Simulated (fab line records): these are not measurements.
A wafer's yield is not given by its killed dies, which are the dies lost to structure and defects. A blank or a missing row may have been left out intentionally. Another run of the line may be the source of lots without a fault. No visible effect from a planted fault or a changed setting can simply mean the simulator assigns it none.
The tool behind it: which one?	flow nand harc	42 wafers from 14 lots sampled at 4 of the route's 1302 steps

## WHAT THE GAUGES READ, wafer by wafer
The record holds no reading of a measuring or inspecting step that can be judged against a usual standard deviation.

## WHICH TOOL RAN EACH LOT (tool, then ch and the chambers of the sampled wafers, then the start)
lot	NHARC_A_STAIRCASE_STRIP_205	NHARC_A_STAIRCASE_ETCH_227	NHARC_A_STAIRCASE_TRIM_229	NHARC_A_STAIRCASE_TRIM_235
L598	plasma asher-01 ch 0,1, day 17 07:15	rie diel-11 ch 1,2, day 17 09:44 or earlier	rie diel-03 ch 1,2, day 17 09:44	rie diel-03 ch 0,1, day 17 10:29
L599	plasma asher-01 ch 0,1, day 17 10:35	rie diel-03 ch 0,1, day 17 14:30 or earlier	rie diel-03 ch 1,3, day 17 14:30	rie diel-03 ch 0,2, day 17 15:25
L600	plasma asher-02 ch 0,1, day 17 19:58	rie diel-03 ch 2,3, day 17 22:37 or earlier	rie diel-03 ch 2,3, day 17 22:37	rie diel-03 ch 0,2,3, day 17 23:21
L601	plasma asher-01 ch 0,1, day 17 20:18	rie diel-11 ch 0,1,3, day 17 22:55 or earlier	rie diel-02 ch 1,2,3, day 17 22:55	rie diel-02 ch 0,1,2, day 18 00:42
L602	plasma asher-02 ch 0,1, day 18 08:54	rie diel-02 ch 0,1,3, day 18 11:50 or earlier	rie diel-03 ch 0,1,3, day 18 11:50	rie diel-03 ch 0,1,2, day 18 12:34
L606	plasma asher-02 ch 0,1, day 20 11:14	rie diel-02 ch 0,2, day 20 13:59 or earlier	rie diel-11 ch 2,3, day 20 13:59	rie diel-11 ch 0,1, day 20 14:53
L611	plasma asher-02 ch 0,1, day 22 00:28	rie diel-02 ch 0,2,3, day 22 03:34 or earlier	rie diel-11 ch 1,3, day 22 03:34	rie diel-11 ch 1,2,3, day 22 04:20
L610	plasma asher-02 ch 0,1, day 22 01:23	rie diel-03 ch 0,3, day 22 03:55 or earlier	rie diel-02 ch 1,2,3, day 22 03:55	rie diel-02 ch 0,2, day 22 04:37
L614	plasma asher-02 ch 0,1, day 23 12:34	rie diel-02 ch 0,2,3, day 23 17:47 or earlier	rie diel-02 ch 0,1, day 23 17:47	rie diel-02 ch 0,3, day 23 18:51
L615	plasma asher-02 ch 0,1, day 24 01:20	rie diel-02 ch 0,1,3, day 24 03:50 or earlier	rie diel-11 ch 1,2,3, day 24 03:50	rie diel-11 ch 0,1,3, day 24 04:35
L616	plasma asher-02 ch 0,1, day 24 17:01	rie diel-03 ch 0,1,2, day 24 19:29 or earlier	rie diel-11 ch 2,3, day 24 19:29	rie diel-11 ch 0,3, day 24 20:19
L617	plasma asher-02 ch 0,1, day 24 19:52	rie diel-11 ch 0,1,3, day 24 22:31 or earlier	rie diel-11 ch 0,1,3, day 24 22:31	rie diel-11 ch 0,2,3, day 24 23:14
L618	plasma asher-02 ch 0,1, day 25 12:16	rie diel-11 ch 1,3, day 25 14:42 or earlier	rie diel-11 ch 1,2,3, day 25 14:42	rie diel-11 ch 2,3, day 25 15:31
L619	plasma asher-01 ch 0,1, day 25 12:32	rie diel-03 ch 0,1,2, day 25 15:45 or earlier	rie diel-11 ch 0,2,3, day 25 15:45	rie diel-11 ch 0,1,2, day 25 16:47
- NHARC_A_STAIRCASE_STRIP_205: strips in O2.
- NHARC_A_STAIRCASE_ETCH_227: etches the open film in C4F8/O2, target depth 100 nm, time 40.5 s.
- NHARC_A_STAIRCASE_TRIM_229: chemistry O2, time 211.2 s.
- NHARC_A_STAIRCASE_TRIM_235: chemistry O2, time 211.2 s.

## AS READ BY THE TOOLS THEMSELVES (means over the sampled wafers that have a number; for cases with no such wafer, the mark the record gives instead)
NHARC_A_STAIRCASE_STRIP_205. Usual: drypump motor current A 6.2 A, standard deviation 0.56; heater power w 336 W, standard deviation 18.
lot	tool	drypump motor current A (A)	heater power w (W)	flag
L598	plasma asher-01	5.5	312	
L599	plasma asher-01	5.8	319	
L600	plasma asher-02	6.6	327	
L601	plasma asher-01	5.8	324	
L602	plasma asher-02	6.6	341	
L606	plasma asher-02	6.6	352	
L611	plasma asher-02	6.5	348	
L610	plasma asher-02	6.5	347	
L614	plasma asher-02	6.6	356	
L615	plasma asher-02	6.6	351	
L616	plasma asher-02	6.6	354	
L617	plasma asher-02	6.6	348	
L618	plasma asher-02	6.5	346	
L619	plasma asher-01	5.9	317	

NHARC_A_STAIRCASE_ETCH_227. Usual: oes product au 0.940 a.u., standard deviation 0.01; rf vpp V 897 V, standard deviation 6.2.
lot	tool	oes product au (a.u.)	rf vpp V (V)	flag
L598	rie diel-11	0.949	893	
L599	rie diel-03	0.946	889	
L600	rie diel-03	0.944	902	
L601	rie diel-11	0.959	899	
L602	rie diel-02	0.932	900	
L606	rie diel-02	0.936	894	
L611	rie diel-02	0.938	897	
L610	rie diel-03	0.944	891	
L614	rie diel-02	0.939	897	
L615	rie diel-02	0.941	900	
L616	rie diel-03	0.934	894	
L617	rie diel-11	0.943	898	
L618	rie diel-11	0.930	900	
L619	rie diel-03	0.931	894	

NHARC_A_STAIRCASE_TRIM_229. Usual: drypump motor current A 5.9 A, standard deviation 0.37; oes product au 0.997 a.u., standard deviation 0.0095; rf vpp V 57.8 V, standard deviation 0.9; run length s 232.4 s, standard deviation 0.46; showerhead plenum p Torr 3.54 Torr, standard deviation 0.17; throttle valve pct 17.037 %, standard deviation 0.0094.
lot	tool	drypump motor current A (A)	oes product au (a.u.)	rf vpp V (V)	run length s (s)	showerhead plenum p Torr (Torr)	throttle valve pct (%)	flag
L598	rie diel-03	6.3	1.006	58.2	232.6	3.50	17.045	
L599	rie diel-03	6.1	1.007	58.5	232.4	3.39	17.029	
L600	rie diel-03	6.6	0.992	57.5	232.3	3.67	17.035	
L601	rie diel-02	5.7	0.999	57.8	232.7	3.63	17.035	
L602	rie diel-03	6.2	0.999	58.2	232.1	3.40	17.030	
L606	rie diel-11	6.0	1.007	58.3	232.5	3.45	17.032	
L611	rie diel-11	5.8	0.998	57.6	231.7	3.57	17.042	
L610	rie diel-02	5.7	1.000	57.8	232.6	3.61	17.035	
L614	rie diel-02	5.6	0.997	58.2	232.5	3.55	17.033	
L615	rie diel-11	5.9	0.996	56.3	232.1	3.50	17.036	
L616	rie diel-11	6.2	1.001	58.2	232.1	3.59	17.034	
L617	rie diel-11	5.9	0.989	57.1	232.3	3.58	17.045	
L618	rie diel-11	5.9	1.003	58.0	231.9	3.49	17.035	
L619	rie diel-11	6.0	0.998	58.7	232.8	3.51	17.048	

NHARC_A_STAIRCASE_TRIM_235. Usual: drypump motor current A 5.9 A, standard deviation 0.37; oes product au 0.997 a.u., standard deviation 0.0094; rf vpp V 57.9 V, standard deviation 0.93; run length s 232.4 s, standard deviation 0.51; showerhead plenum p Torr 3.53 Torr, standard deviation 0.17; throttle valve pct 17.036 %, standard deviation 0.0091.
lot	tool	drypump motor current A (A)	oes product au (a.u.)	rf vpp V (V)	run length s (s)	showerhead plenum p Torr (Torr)	throttle valve pct (%)	flag
L598	rie diel-03	6.2	0.999	58.0	232.6	3.36	17.041	
L599	rie diel-03	6.6	0.995	57.7	232.4	3.65	17.042	
L600	rie diel-03	6.4	0.992	58.0	252.0	3.54	17.033	OFF
L601	rie diel-02	5.7	0.991	58.2	232.6	3.55	17.040	
L602	rie diel-03	6.4	0.998	57.2	252.3	3.50	17.040	OFF
L606	rie diel-11	5.6	0.991	57.4	232.1	3.50	17.044	
L611	rie diel-11	5.9	0.997	58.4	232.0	3.50	17.031	
L610	rie diel-02	5.6	0.995	57.1	232.3	3.44	17.025	
L614	rie diel-02	5.7	0.992	58.4	232.2	3.58	17.037	
L615	rie diel-11	5.9	0.999	56.9	232.2	3.58	17.040	
L616	rie diel-11	6.0	0.993	56.7	232.7	3.60	17.032	
L617	rie diel-11	6.0	0.995	58.2	232.6	3.51	17.034	
L618	rie diel-11	6.0	1.005	57.3	232.3	3.43	17.036	
L619	rie diel-11	5.7	1.016	56.9	232.7	3.42	17.027	

## THE ANSWER, worked out from the rows above alone
Rule: a lot is off if the mean of its wafers that have a number lies more than 3 standard deviations from the usual mean. Also off: a lot with no number at a reading for which 4 or more lots have one. Any other lot the step has rows for is counted as sound. First the gauges in route order, then the tools' own readings, where a lot's mean is used as printed above. The first step at which some lot is off is used, and at that step the reading that is off furthest; a lot without a number counts as furthest.
Off: L600, L602, at NHARC_A_STAIRCASE_TRIM_235 (run length s).
If a tool, at that step or one of the process steps before it, ran each lot that is off and ran no sound lot following the first of them, it fits. NHARC_A_STAIRCASE_ETCH_227: start missing for some lots; hours and lot order therefore follow NHARC_A_STAIRCASE_TRIM_229. One candidate fits, namely rie diel-03 at NHARC_A_STAIRCASE_TRIM_229 and NHARC_A_STAIRCASE_TRIM_235. At NHARC_A_STAIRCASE_TRIM_229 its last sound lot is L599 (day 17 14:30), its first lot that is off L600 (day 17 22:37): a fault that began between those two fits.

## WHAT WAS PUT IN BY THE SIMULATOR
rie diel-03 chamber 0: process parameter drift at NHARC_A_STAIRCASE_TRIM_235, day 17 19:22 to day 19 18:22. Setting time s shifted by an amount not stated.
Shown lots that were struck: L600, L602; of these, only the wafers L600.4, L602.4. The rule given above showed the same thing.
